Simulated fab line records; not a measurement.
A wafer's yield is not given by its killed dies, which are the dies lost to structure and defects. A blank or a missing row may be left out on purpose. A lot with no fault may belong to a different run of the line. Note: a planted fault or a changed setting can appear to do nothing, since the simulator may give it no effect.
fab line records -- flow nand-harc
[record] lots = 7, wafers = 21, last-day = 24
route steps=1159 shown A_STAIRCASE@583
lots that met no fault: taken from a fault-free run of the same line
start-h: the number of hours between the record's first day and the start of the first shown wafer of the lot -- wait-h: time in hours since the lot's previous step -- " identical to the entry in the row above -- L1.1+2: a row that stands for several wafers -- - no value, or no start given -- * or withheld: withheld -- < > ~ a bound
route shown NAME@n: a module of which the file shows steps, and the number in the route of the first -- usual: the fault-free wafers' mean and standard deviation -- same: alike in all rows -- chamber/n: place in a boat -- sites: each site's reading -- _std_site: standard deviation across them -- _edge_site: the outer-site mean with the inner-site mean subtracted -- radius-mm: for every site, how far away it sits from the centre of the wafer -- mask NAME#n: copy n -- behind: tool/chamber where the wafer was last shaped -- hold: what put the lot on hold/how long, in hours/how the hold closed -- device: which transistor (n, p or np) failed to switch -- end of line: the same wafers' tests at the end of the route -- a step without rows: its recipe alone -- killed: at the first sort, the dies lost to defects and structure; wafer yield is something else -- map: per-die view of a wafer (x killed, . not killed, _ where there is no die)
set.NAME: the run value of the setting; set.NAME@STEP: its run value at that earlier step -- model.NAME: the simulator's own value behind a step, which no gauge read
lots at selected steps of the route; one table per step, one row per wafer
services: the hour from which a tool's chamber was out of use, counted from the record's first day as start-h (under 0 if before that day), plus the number of hours and why
[[steps]]
[step NHARC_A_STAIRCASE_TRIM_189]
[recipe] time-s = 211.2, o2-flow-sccm = 500, ar-flow-sccm = 0, bias-w = 0, chemistry = O2
[step NHARC_A_STAIRCASE_ETCH_190]
[recipe] target-depth-a = 1000, time-s = 40.5, ion-energy-ev = 400, c4f8-flow-sccm = 20, o2-flow-sccm = 10, ar-flow-sccm = withheld, rf-w = 600, bias-w = 1000, chemistry = C4F8/O2
[step NHARC_A_STAIRCASE_TRIM_191]
[recipe] time-s = 211.2, o2-flow-sccm = 500, ar-flow-sccm = 0, bias-w = 0, chemistry = O2
[usual] drypump-motor-current-A = 5.7/0.32, oes-product-au = 1.002/0.011, rf-vpp-V = 57.8/0.81, showerhead-plenum-p-Torr = 3.52/0.17, throttle-valve-pct = 17.036/0.0092
lot.wafer,tool,chamber,start-h,wait-h,drypump-motor-current-A,oes-product-au,rf-hours-counter-h,rf-vpp-V,showerhead-plenum-p-Torr,throttle-valve-pct
L791.1,rie-diel-09,0,-,-,5.6,1.016,59,58.0,3.36,17.040
L791.5,rie-diel-09,3,-,-,6.2,1.008,-,58.6,3.77,17.027
L791.6,rie-diel-09,0,-,-,5.6,1.016,-,56.8,3.36,17.018
L800.3,rie-diel-03,3,-,-,6.2,1.010,31,59.0,3.32,17.041
L800.2,rie-diel-03,1,-,-,5.7,1.005,30,57.3,3.29,17.036
L800.1,rie-diel-03,2,-,-,5.3,1.011,31,58.8,3.79,17.026
L801.1,rie-diel-02,1,-,-,5.6,0.979,59,58.4,3.55,17.042
L801.4,rie-diel-02,2,-,-,5.9,0.987,56,58.7,3.78,17.036
L801.6,rie-diel-02,0,-,-,5.8,1.013,-,57.1,3.53,17.038
L802.4,rie-diel-02,0,-,-,5.8,1.000,55,57.3,3.53,17.037
L802.6,rie-diel-02,2,-,-,5.9,0.986,-,58.4,3.78,17.026
L802.5,rie-diel-02,3,-,-,5.6,0.995,-,56.5,3.34,17.031
L804.3,rie-diel-09,2,-,-,5.6,1.006,23,58.4,3.56,17.035
L804.2,rie-diel-09,3,-,-,6.2,0.998,26,57.6,3.76,17.009
L804.4,rie-diel-09,2,-,-,5.6,1.006,-,58.1,3.56,17.040
L803.3,rie-diel-02,3,-,-,5.6,0.995,56,56.5,3.34,17.033
L803.2,rie-diel-02,1,-,-,5.6,0.992,61,57.8,3.55,17.033
L803.6,rie-diel-02,3,-,-,5.6,0.997,-,57.7,3.34,17.028
L811.1,rie-diel-09,0,-,-,5.6,0.999,43,57.5,3.34,17.033
L811.3,rie-diel-09,1,-,-,5.2,0.991,40,56.7,3.67,17.043
L811.6,rie-diel-09,2,-,-,5.6,1.014,-,57.1,3.55,17.029
[step NHARC_A_STAIRCASE_ETCH_192]
[recipe] target-depth-a = 1000, time-s = 40.5, ion-energy-ev = 400, c4f8-flow-sccm = 20, o2-flow-sccm = 10, ar-flow-sccm = withheld, rf-w = 600, bias-w = 1000, chemistry = C4F8/O2
[step NHARC_A_STAIRCASE_TRIM_193]
[recipe] time-s = 211.2, o2-flow-sccm = 500, ar-flow-sccm = 0, bias-w = 0, chemistry = O2
[step NHARC_A_STAIRCASE_ETCH_194]
[recipe] target-depth-a = 1000, time-s = 40.5, ion-energy-ev = 400, c4f8-flow-sccm = 20, o2-flow-sccm = 10, ar-flow-sccm = withheld, rf-w = 600, bias-w = 1000, chemistry = C4F8/O2
[step NHARC_A_STAIRCASE_TRIM_196]
[recipe] time-s = 211.2, o2-flow-sccm = 500, ar-flow-sccm = 0, bias-w = 0, chemistry = O2
[usual] drypump-motor-current-A = 5.7/0.31, oes-product-au = 1.000/0.011, rf-vpp-V = 57.6/0.9, showerhead-plenum-p-Torr = 3.50/0.18, throttle-valve-pct = 17.035/0.0089
lot.wafer,tool,chamber,start-h,wait-h,drypump-motor-current-A,oes-product-au,rf-hours-counter-h,rf-vpp-V,showerhead-plenum-p-Torr,throttle-valve-pct
L791.1,rie-diel-02,3,237.68,0.1,5.5,0.994,31,55.4,3.35,17.043
L791.5,rie-diel-02,3,237.68,0.1,5.5,0.994,-,57.4,3.35,17.020
L791.6,rie-diel-02,0,237.68,0.1,5.8,1.005,-,57.8,3.54,17.019
L800.2,rie-diel-02,0,307.59,0.1,5.8,1.006,52,57.4,3.53,17.034
L800.3,rie-diel-02,2,307.59,0.1,5.9,0.992,52,56.2,3.78,17.028
L800.1,rie-diel-02,3,307.59,0.1,5.6,0.988,50,57.5,3.34,17.018
L801.4,rie-diel-02,1,317.24,0.1,5.6,0.982,59,56.9,3.55,17.049
L801.1,rie-diel-02,2,317.24,0.1,5.9,0.988,56,57.0,3.78,17.026
L801.6,rie-diel-02,1,317.24,0.1,5.6,0.974,-,57.7,3.55,17.042
L802.4,rie-diel-03,0,317.30,0.1,5.3,1.021,34,57.8,3.40,17.028
L802.5,rie-diel-03,3,317.30,0.1,6.2,1.008,-,57.7,3.32,17.039
L802.6,rie-diel-03,0,317.30,0.1,5.3,1.020,-,58.7,3.40,17.044
L804.3,rie-diel-02,1,323.15,0.1,5.6,0.983,61,59.0,3.55,17.028
L804.4,rie-diel-02,2,323.15,0.1,5.9,0.991,58,58.5,3.77,17.038
L804.2,rie-diel-02,3,323.15,0.1,5.6,1.009,56,58.2,3.34,17.060
L803.2,rie-diel-02,3,323.59,0.1,5.6,0.996,56,57.8,3.34,17.050
L803.3,rie-diel-02,2,323.59,0.1,5.9,0.974,58,58.7,3.77,17.033
L803.6,rie-diel-02,3,323.59,0.1,5.6,0.992,-,57.7,3.34,17.041
L811.1,rie-diel-03,0,371.93,0.1,5.3,1.016,56,58.6,3.39,17.025
L811.3,rie-diel-03,2,371.93,0.1,5.3,1.001,55,57.3,3.78,17.035
L811.6,rie-diel-03,0,371.93,0.1,5.3,1.026,-,56.3,3.39,17.031
[step NHARC_A_STAIRCASE_ETCH_197]
[recipe] target-depth-a = 1000, time-s = 40.5, ion-energy-ev = 400, c4f8-flow-sccm = 20, o2-flow-sccm = 10, ar-flow-sccm = withheld, rf-w = 600, bias-w = 1000, chemistry = C4F8/O2
[usual] oes-product-au = 0.948/0.018, rf-fwd-power-W = 593.6/2.8, rf-vpp-V = 895/6.8
lot.wafer,tool,chamber,start-h,wait-h,oes-product-au,rf-fwd-power-W,rf-hours-counter-h,rf-vpp-V
L791.1,rie-diel-02,2,-,-,0.974,592.4,32,905
L791.5,rie-diel-02,1,-,-,0.953,593.2,-,897
L791.6,rie-diel-02,2,-,-,0.963,593.4,-,906
L800.1,rie-diel-02,3,-,-,0.929,591.2,51,890
L800.2,rie-diel-02,0,-,-,0.932,594.1,52,896
L800.3,rie-diel-02,2,-,-,0.918,593.2,52,905
L801.4,rie-diel-02,1,-,-,0.914,593.3,59,896
L801.1,rie-diel-02,2,-,-,0.945,594.5,56,906
L801.6,rie-diel-02,2,-,-,0.950,594.7,-,905
L802.4,rie-diel-03,0,-,-,0.979,593.6,34,891
L802.6,rie-diel-03,1,-,-,0.981,595.3,-,886
L802.5,rie-diel-03,2,-,-,0.968,598.8,-,905
L804.3,rie-diel-02,1,-,-,0.939,590.6,62,897
L804.2,rie-diel-02,3,-,-,0.957,594.3,56,888
L804.4,rie-diel-02,0,-,-,0.953,598.5,57,897
L803.3,rie-diel-02,3,-,-,0.932,593.6,57,889
L803.2,rie-diel-02,1,-,-,0.930,593.2,62,897
L803.6,rie-diel-02,3,-,-,0.932,591.1,-,888
L811.1,rie-diel-03,1,-,-,0.921,593.8,54,886
L811.3,rie-diel-03,2,-,-,0.919,599.0,56,905
L811.6,rie-diel-03,1,-,-,0.927,594.5,-,886
[step NHARC_A_STAIRCASE_TRIM_198]
[recipe] time-s = 211.2, o2-flow-sccm = 500, ar-flow-sccm = 0, bias-w = 0, chemistry = O2
[step NHARC_A_STAIRCASE_ETCH_199]
[recipe] target-depth-a = 1000, time-s = 40.5, ion-energy-ev = 400, c4f8-flow-sccm = 20, o2-flow-sccm = 10, ar-flow-sccm = withheld, rf-w = 600, bias-w = 1000, chemistry = C4F8/O2
[usual] oes-product-au = 0.946/0.014, rf-fwd-power-W = 593.7/2.7, rf-vpp-V = 895/6.9
lot.wafer,tool,chamber,start-h,wait-h,oes-product-au,rf-fwd-power-W,rf-hours-counter-h,rf-vpp-V
L791.1,rie-diel-02,3,-,-,0.950,595.3,31,888
L791.6,rie-diel-02,1,-,-,0.928,595.0,-,900
L791.5,rie-diel-02,2,-,-,0.946,593.3,-,905
L800.3,rie-diel-02,1,-,-,0.925,597.9,56,896
L800.1,rie-diel-02,2,-,-,0.934,597.4,52,903
L800.2,rie-diel-02,3,-,-,0.937,593.1,51,889
L801.4,rie-diel-02,0,-,-,0.964,594.6,55,896
L801.1,rie-diel-02,3,-,-,0.952,594.1,55,888
L801.6,rie-diel-02,0,-,-,0.960,593.8,-,896
L802.4,rie-diel-03,3,-,-,0.953,587.3,34,889
L802.6,rie-diel-03,0,-,-,0.967,593.2,-,892
L802.5,rie-diel-03,1,-,-,0.966,594.3,-,887
L804.4,rie-diel-02,3,-,-,0.949,589.9,57,890
L804.3,rie-diel-02,0,-,-,0.937,598.4,57,898
L804.2,rie-diel-02,1,-,-,0.942,591.7,62,897
L803.3,rie-diel-02,1,-,-,0.923,593.9,62,896
L803.2,rie-diel-02,0,-,-,0.944,599.2,58,896
L803.6,rie-diel-02,1,-,-,0.927,591.9,-,896
L811.3,rie-diel-03,0,-,-,0.955,596.9,56,891
L811.1,rie-diel-03,2,-,-,0.932,595.2,56,905
L811.6,rie-diel-03,3,-,-,0.927,589.8,-,888
[step NHARC_A_STAIRCASE_TRIM_200]
[recipe] time-s = 211.2, o2-flow-sccm = 500, ar-flow-sccm = 0, bias-w = 0, chemistry = O2
[step NHARC_A_STAIRCASE_ETCH_201]
[recipe] target-depth-a = 1000, time-s = 40.5, ion-energy-ev = 400, c4f8-flow-sccm = 20, o2-flow-sccm = 10, ar-flow-sccm = withheld, rf-w = 600, bias-w = 1000, chemistry = C4F8/O2
[usual] oes-product-au = 0.944/0.012, rf-fwd-power-W = 593.7/2.6, rf-vpp-V = 895/6.9
lot.wafer,tool,chamber,start-h,wait-h,oes-product-au,rf-fwd-power-W,rf-hours-counter-h,rf-vpp-V
L791.1,rie-diel-02,3,238.36,-,0.947,592.9,31,890
L791.5,rie-diel-02,0,238.36,-,0.953,600.1,-,897
L791.6,rie-diel-02,1,238.36,-,0.940,591.9,-,898
L800.1,rie-diel-02,2,308.24,-,0.924,593.8,52,906
L800.3,rie-diel-02,3,308.24,-,0.933,596.5,51,888
L800.2,rie-diel-02,0,308.24,-,0.941,597.1,52,897
L801.1,rie-diel-02,2,317.88,-,0.934,593.3,57,904
L801.4,rie-diel-02,0,317.88,-,0.967,594.0,55,896
L801.6,rie-diel-02,3,317.88,-,1.092,596.5,-,888
L802.4,rie-diel-03,0,317.95,-,0.960,595.0,34,893
L802.6,rie-diel-03,2,317.95,-,0.956,599.2,-,905
L802.5,rie-diel-03,3,317.95,-,0.951,588.9,-,888
L804.4,rie-diel-02,2,323.99,-,0.938,596.1,58,904
L804.2,rie-diel-02,0,323.99,-,1.087,594.7,57,895
L804.3,rie-diel-02,1,323.99,-,0.924,595.8,62,897
L803.2,rie-diel-02,3,324.33,-,1.101,593.3,57,887
L803.3,rie-diel-02,0,324.33,-,0.944,592.9,58,895
L803.6,rie-diel-02,1,324.33,-,1.051,592.2,-,896
L811.3,rie-diel-03,3,372.59,-,0.941,589.7,57,887
L811.1,rie-diel-03,1,372.59,-,0.939,592.5,54,887
L811.6,rie-diel-03,3,372.59,-,0.940,589.1,-,888
[step NHARC_A_STAIRCASE_TRIM_202]
[recipe] time-s = 211.2, o2-flow-sccm = 500, ar-flow-sccm = 0, bias-w = 0, chemistry = O2
[usual] drypump-motor-current-A = 5.7/0.32, oes-product-au = 0.999/0.011, rf-vpp-V = 57.7/0.86, showerhead-plenum-p-Torr = 3.52/0.19, throttle-valve-pct = 17.036/0.0089
lot.wafer,tool,chamber,start-h,wait-h,drypump-motor-current-A,oes-product-au,rf-hours-counter-h,rf-vpp-V,showerhead-plenum-p-Torr,throttle-valve-pct
L791.1,rie-diel-02,3,-,-,5.6,0.991,31,57.7,3.35,17.037
L791.6,rie-diel-02,0,-,-,5.8,1.002,-,56.8,3.54,17.017
L791.5,rie-diel-02,1,-,-,5.6,0.981,-,58.5,3.56,17.034
L800.1,rie-diel-02,0,-,-,5.8,0.999,53,58.6,3.53,17.047
L800.2,rie-diel-02,2,-,-,5.9,0.980,52,59.3,3.78,17.030
L800.3,rie-diel-02,3,-,-,5.5,0.997,51,56.9,3.34,17.039
L801.1,rie-diel-02,1,-,-,5.6,0.984,60,57.0,3.55,17.038
L801.4,rie-diel-02,3,-,-,5.6,1.006,55,58.0,3.34,17.029
L801.6,rie-diel-02,2,-,-,5.9,0.985,-,58.6,3.78,17.031
L802.4,rie-diel-03,0,-,-,5.3,1.012,34,58.8,3.40,17.029
L802.5,rie-diel-03,2,-,-,5.3,1.001,-,58.1,3.79,17.032
L802.6,rie-diel-03,3,-,-,6.2,1.005,-,58.0,3.32,17.034
L804.4,rie-diel-02,3,-,-,5.6,0.999,57,58.3,3.34,17.043
L804.3,rie-diel-02,0,-,-,5.8,1.016,58,57.7,3.53,17.028
L804.2,rie-diel-02,1,-,-,5.6,0.988,62,57.3,3.55,17.040
L803.2,rie-diel-02,2,-,-,5.9,0.987,59,56.3,3.77,17.038
L803.3,rie-diel-02,3,-,-,5.6,0.990,57,57.8,3.34,17.032
L803.6,rie-diel-02,1,-,-,5.6,0.981,-,58.0,3.55,17.044
L811.3,rie-diel-03,2,-,-,5.3,0.994,56,57.8,3.78,17.050
L811.1,rie-diel-03,0,-,-,5.2,1.012,56,57.8,3.39,17.053
L811.6,rie-diel-03,2,-,-,5.3,0.991,-,59.3,3.78,17.030
[[services]]
tool,chamber,start-h,hours,kind
rie-diel-03,-,215.34,9.0,pm
rie-diel-02,0,233.31,-,clean
rie-diel-02,1,233.31,-,clean
rie-diel-02,2,233.31,-,clean
rie-diel-02,3,233.31,-,clean
rie-diel-09,-,254.25,9.0,pm
rie-diel-02,2,255.85,4.5,repair
rie-diel-02,0,257.81,-,clean
rie-diel-02,1,257.81,-,clean
rie-diel-02,3,257.81,-,clean
rie-diel-02,0,282.31,-,clean
rie-diel-02,1,282.31,-,clean
rie-diel-02,2,282.31,-,clean
rie-diel-02,3,282.31,-,clean
rie-diel-02,0,306.81,-,clean
rie-diel-02,1,306.81,-,clean
rie-diel-02,2,306.81,-,clean
rie-diel-02,3,306.81,-,clean
rie-diel-02,0,311.50,2.3,repair
rie-diel-02,-,328.17,9.0,pm
rie-diel-02,0,328.17,9.0,vent-cycle
rie-diel-02,1,328.17,9.0,vent-cycle
rie-diel-02,2,328.17,9.0,vent-cycle
rie-diel-02,3,328.17,9.0,vent-cycle
[[key]]
[first-sign] step = NHARC_A_STAIRCASE_ETCH_201, reading = oes-product-au, direction = up, sigmas = 12, usual = 0.944, struck = 1.083
effect none on later readings
met-at NHARC_A_STAIRCASE_ETCH_201
struck-wafers L801.6,L803.2,L803.6,L804.2
later-rows-left-out L801.6,L803.2,L803.6,L804.2
sort-left-out L801.6,L803.2,L803.6,L804.2
tester-left-out L801,L803,L804
onset-between 308.24 317.88
[fault] kind = process-parameter-drift, tool = rie-diel-02, chamber = -, onset-h = 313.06, steps = NHARC_A_STAIRCASE_ETCH_201, channel = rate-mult, offset = 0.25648, shape = step, end-h = 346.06, scope = struck-wafers-only
// tester-left-out: of these lots the tester's yield and bins aren't shown, on N5 and GAA mostly nor the transistor test; their killed dies are dies lost to structure and defects alone, not to doping, threshold or leakage, so they don't give the yield
// sort-left-out: the simulated sort isn't trusted on such a fault, so these wafers' sort isn't shown, and their yield isn't known
// later-rows-left-out: the simulator's readings of these wafers behind a module that went badly wrong aren't trusted and aren't shown, but for the sort
